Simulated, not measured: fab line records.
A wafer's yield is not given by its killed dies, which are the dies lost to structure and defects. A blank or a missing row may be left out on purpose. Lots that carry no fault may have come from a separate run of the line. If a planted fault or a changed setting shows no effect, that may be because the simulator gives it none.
Which tool is to blame? | flow n5 finfet | 30 wafers from 10 lots sampled at 6 of the route's 1938 steps

== WHAT THE GAUGES READ, wafer by wafer ==
N5_MOL_CONTACT_COAG_CD_MEAS_40 targets a cd of 25.1 nm.
lot  | measured     | on        | cd nm (nm)
L075 | day 5 11:15  | cd sem-01 | 24.56 24.81 25.04
L078 | day 6 05:04  | cd sem-02 | 25.10 24.95 24.92
L080 | day 6 17:08  | cd sem-02 | 25.46 25.26 24.74
L082 | day 7 03:32  | cd sem-01 | 24.82 25.05 25.46
L084 | day 7 16:56  | cd sem-02 | 24.89 24.87 24.96
L088 | day 8 16:40  | cd sem-03 | 25.58 25.40 25.21
L089 | day 9 03:10  | cd sem-03 | 24.93 25.20 25.08
L091 | day 9 14:41  | cd sem-03 | 24.67 24.86 25.03
L092 | day 10 00:15 | cd sem-03 | 25.02 25.48 25.14
L095 | day 10 13:43 | cd sem-01 | 24.84 24.99 25.54

== WHAT TOOL EACH LOT RAN ON (gives the tool, then ch and the chambers of the sampled wafers, and finally the start) ==
lot  | N5_MOL_CONTACT_COAG_DESCUM_13      | N5_MOL_CONTACT_COAG_ETCH_59        | N5_MOL_CONTACT_COAG_STRIP_98       | N5_MOL_CONTACT_COAG_CMP_23   | N5_MOL_CONTACT_COAG_VIA_ETCH_46
L075 | rie diel-06 ch 0,2,3, day 4 23:01  | rie diel-06 ch 0,2,3, day 4 23:04  | rie diel-06 ch 0,2,3, day 4 23:21  | cmp-03 ch 2,3, day 5 05:23   | rie diel-06 ch 0,1,2, day 5 10:36
L078 | rie diel-03 ch 0,1,3, day 5 14:59  | rie diel-03 ch 0,1,3, day 5 15:01  | rie diel-03 ch 0,1,3, day 5 15:19  | cmp-04 ch 2,3, day 6 00:15   | rie diel-02 ch 1,2,3, day 6 04:24
L080 | rie diel-06 ch 1,2,3, day 6 03:10  | rie diel-06 ch 1,2,3, day 6 03:12  | rie diel-06 ch 1,2,3, day 6 03:29  | cmp-02 ch 1,2, day 6 12:04   | rie diel-03 ch 0,3, day 6 16:22
L082 | rie diel-02 ch 0,2, day 6 14:14    | rie diel-02 ch 0,2, day 6 14:16    | rie diel-02 ch 0,2, day 6 14:33    | cmp-02 ch 0,1,2, day 6 22:14 | rie diel-03 ch 1,2,3, day 7 02:51
L084 | rie diel-03 ch 1,2,3, day 7 05:19  | rie diel-03 ch 1,2,3, day 7 05:20  | rie diel-03 ch 1,2,3, day 7 05:38  | cmp-04 ch 1,2,3, day 7 11:28 | rie diel-03 ch 0,1,2, day 7 16:08
L088 | rie diel-03 ch 0,2, day 8 04:22    | rie diel-03 ch 0,2, day 8 04:23    | rie diel-03 ch 0,2, day 8 04:41    | cmp-03 ch 0,1,2, day 8 10:50 | rie diel-03 ch 0,2,3, day 8 16:00
L089 | rie diel-03 ch 1,2, day 8 12:11    | rie diel-03 ch 1,2, day 8 12:13    | rie diel-03 ch 1,2, day 8 12:31    | cmp-03 ch 0,2,3, day 8 17:52 | rie diel-03 ch 0,3, day 9 02:23
L091 | rie diel-02 ch 1,3, day 9 02:52    | rie diel-02 ch 1,3, day 9 02:53    | rie diel-02 ch 1,3, day 9 03:11    | cmp-02 ch 0,2,3, day 9 08:54 | rie diel-02 ch 2,3, day 9 13:54
L092 | rie diel-03 ch 1,2,3, day 9 13:47  | rie diel-03 ch 1,2,3, day 9 13:50  | rie diel-03 ch 1,2,3, day 9 14:07  | cmp-04 ch 0,1,2, day 9 18:15 | rie diel-03 ch 0,1,3, day 9 23:33
L095 | rie diel-06 ch 0,2,3, day 10 01:08 | rie diel-06 ch 0,2,3, day 10 01:11 | rie diel-06 ch 0,2,3, day 10 01:28 | cmp-02 ch 2,3, day 10 08:09  | rie diel-06 ch 0,3, day 10 13:03
- N5_MOL_CONTACT_COAG_DESCUM_13: chemistry O2, time 7 s.
- N5_MOL_CONTACT_COAG_ETCH_59: etches underlayer in N2/H2, target depth 13 nm, time 10.4 s.
- N5_MOL_CONTACT_COAG_STRIP_98: strips in N2/H2.
- N5_MOL_CONTACT_COAG_CMP_23: polishes, stops on SiO2, t overpolish 1.5 s, target thk 0 nm.
- N5_MOL_CONTACT_COAG_VIA_ETCH_46: etches SiO2 in C4F6/O2, target depth 46 nm, overetch 9.2 nm, time 40 s.

== THE ANSWER, worked out from the rows above alone ==
Rule: usual is defined by the lots themselves. Put in order of their means at a reading, lots are off if they are a third of the lots or fewer, leave a main group of 4 or more, and stand apart from it by a gap of 3 or more times the standard deviation of the main group's means; of several such gaps the widest counts. The tables above print the reading to a certain number of digits; a main group whose means all agree to those digits is not used. Also off: a lot with no number at a reading for which 4 or more lots have one. The other lots that the step has rows for count as sound.
None of the lots is off at any reading shown; this tells nothing.

== WHAT WAS PUT IN BY THE SIMULATOR ==
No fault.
